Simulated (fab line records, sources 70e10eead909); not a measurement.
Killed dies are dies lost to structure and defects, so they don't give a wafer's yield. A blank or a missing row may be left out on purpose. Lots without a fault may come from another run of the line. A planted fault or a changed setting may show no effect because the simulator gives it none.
Chamber matching | flow nand_harc | NHARC_A_SLIT_ETCH_24 on rie_diel-06: 4 sister chambers
The step etches the open film in CF4/CHF3, target depth 121 nm, time 60.5 s. 7 wafers are shown with their chamber, then 7 later ones without.

WAFERS WITH THEIR CHAMBER
wafer  | chamber | drypump_motor_current_A (A) | rf_vpp_V (V)
L081.1 | 3       | 6.5                         | 367.1
L082.1 | 0       | 5.6                         | 371.6
L085.1 | 1       | 5.5                         | 367.0
L085.3 | 3       | 6.6                         | 366.4
L085.6 | 2       | 5.2                         | 368.6
L090.1 | 2       | 5.3                         | 368.7
L090.4 | 1       | 5.5                         | 365.7

WAFERS WITHOUT THEIR CHAMBER
wafer  | drypump_motor_current_A (A) | rf_vpp_V (V)
L090.5 | 5.6                         | 371.3
L095.1 | 5.2                         | 367.6
L095.2 | 5.5                         | 368.2
L095.5 | 5.5                         | 368.0
L096.3 | 6.6                         | 366.4
L096.5 | 5.6                         | 367.4
L096.6 | 5.2                         | 368.5

WHICH CHAMBER EACH WENT THROUGH
wafer  | from the rows above     | in truth
L090.5 | 0                       | 0
L095.1 | 2                       | 2
L095.2 | can't be placed: 1 or 2 | 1
L095.5 | can't be placed: 1 or 2 | 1
L096.3 | 3                       | 3
L096.5 | 1                       | 1
L096.6 | 2                       | 2
Placed correctly: 5 of 7. Can't be placed from these rows: 2 (the true chamber is among the candidates in 2). Placed wrongly: 0.
How it was worked out, from the rows above alone: a wafer's distance from a chamber is the root of the sum, over the readings, of the square of ((its reading less the chamber's mean) divided by the reading's scatter). The wafer belongs to the nearest chamber; if the next one is less than 2 further off, it can't be placed. A chamber's mean is the mean of its shown wafers. The scatter: the root of (the sum of the squares of (reading less its chamber's mean) over the shown wafers, divided by (wafers less chambers)).
